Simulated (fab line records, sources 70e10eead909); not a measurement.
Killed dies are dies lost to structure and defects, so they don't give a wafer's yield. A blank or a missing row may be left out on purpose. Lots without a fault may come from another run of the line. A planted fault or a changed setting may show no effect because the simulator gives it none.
Problem report in the 8D (eight disciplines) form, filled by code | flow nand_harc | the parts of the form that need people (team, actions taken, sign-off) are left out

1. THE PROBLEM
run_length_s at NHARC_P_BONDPAD_ETCH_24 reads a mean of 68.2 s on 2 wafers of 2 lots; wafers without a fault read 94.5 s with a standard deviation of 0.41. That is -64 standard deviations from the usual mean.
The step: etches the open film in CF4/N2, target depth 30 nm, time 72.99 s.
First seen on wafer L296.2, day 15 12:02, on rie_diel-01. The record holds 42 wafers of 14 lots with a number at this step. Rule for "out", or "out of limits": more than 4 standard deviations from the usual mean. The other wafers with a number count as sound.

2. WHAT IT IS AND WHAT IT IS NOT
question                    | is                | is not
which readings at this step | run_length_s      | cf4_flow_sccm, chamber_pressure_mTorr, drypump_motor_current_A, oes_product_au, rf_vpp_V, showerhead_plenum_p_Torr, throttle_valve_pct
which lots                  | L296, L297        | L275, L276, L277, L278, L279, L280, L282, L283, L284, L285, L287, L298
which wafers of those lots  | L296.2, L297.3    | L296.3, L296.4, L297.1, L297.2
read on which tools         | rie_diel-01       | rie_diel-03, rie_diel-08
when                        | from day 15 12:02 | up to then (35 sound wafers); but 5 sound wafers of L297, L298 came after

3. SUSPECTS, AND WHAT RULES EACH OUT
Counting: a tool at a process step up to the reading stays a suspect if it ran every lot that is out. Sound lots after the first of them don't rule it out here, since some wafers of a struck lot are sound.
- rie_diel-08 at NHARC_P_BONDPAD_ETCH_12 (etches the open film in CHF3/O2, target depth 200 nm, time 100 s): kept. It ran every lot that is out, first L296 (day 15 12:02); its last sound lot up to then is L287 (day 11 16:54). NHARC_P_BONDPAD_ETCH_12 gives no start for some lots, so the hours and the order of its lots are those of NHARC_P_BONDPAD_ETCH_24.
- rie_diel-01 at NHARC_P_BONDPAD_ETCH_24 (etches the open film in CF4/N2, target depth 30 nm, time 72.99 s): kept. It ran every lot that is out, first L296 (day 15 12:02); its last sound lot up to then is L287 (day 11 16:54). Its own readings are out on those wafers: run_length_s.
- Within rie_diel-01 at NHARC_P_BONDPAD_ETCH_24: the wafers that are out ran in chamber 0; their sound lot-mates ran in chambers 1, 3.
Left after counting: rie_diel-08 at NHARC_P_BONDPAD_ETCH_12, rie_diel-01 at NHARC_P_BONDPAD_ETCH_24.

4. THE CAUSE (what the simulator had put in)
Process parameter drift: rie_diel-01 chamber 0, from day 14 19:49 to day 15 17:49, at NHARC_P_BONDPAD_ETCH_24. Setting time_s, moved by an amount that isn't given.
Counting left 2 suspects, and this tool is among them.

5. THE CHAIN OF EFFECTS, in route order
Each row: a reading whose mean over the struck wafers that have a number lies more than 3 standard deviations from the usual. Only readings for which the record gives a usual standard deviation are gone through. hours: the time from each lot's start at the first step in this table that gives one to its start at this step, as a median over the lots. sigmas: the change in usual standard deviations.
hours | step                    | reading      | usual  | on struck wafers | change | sigmas
0     | NHARC_P_BONDPAD_ETCH_24 | run_length_s | 94.5 s | 68.2             | -26.2  | -64
The process steps in it:
- NHARC_P_BONDPAD_ETCH_24: etches the open film in CF4/N2, target depth 30 nm, time 72.99 s.

6. WHAT WOULD HAVE CAUGHT IT SOONER
In this record the first reading out of limits was taken at day 15 12:02, 16 hours after the fault began at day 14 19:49.
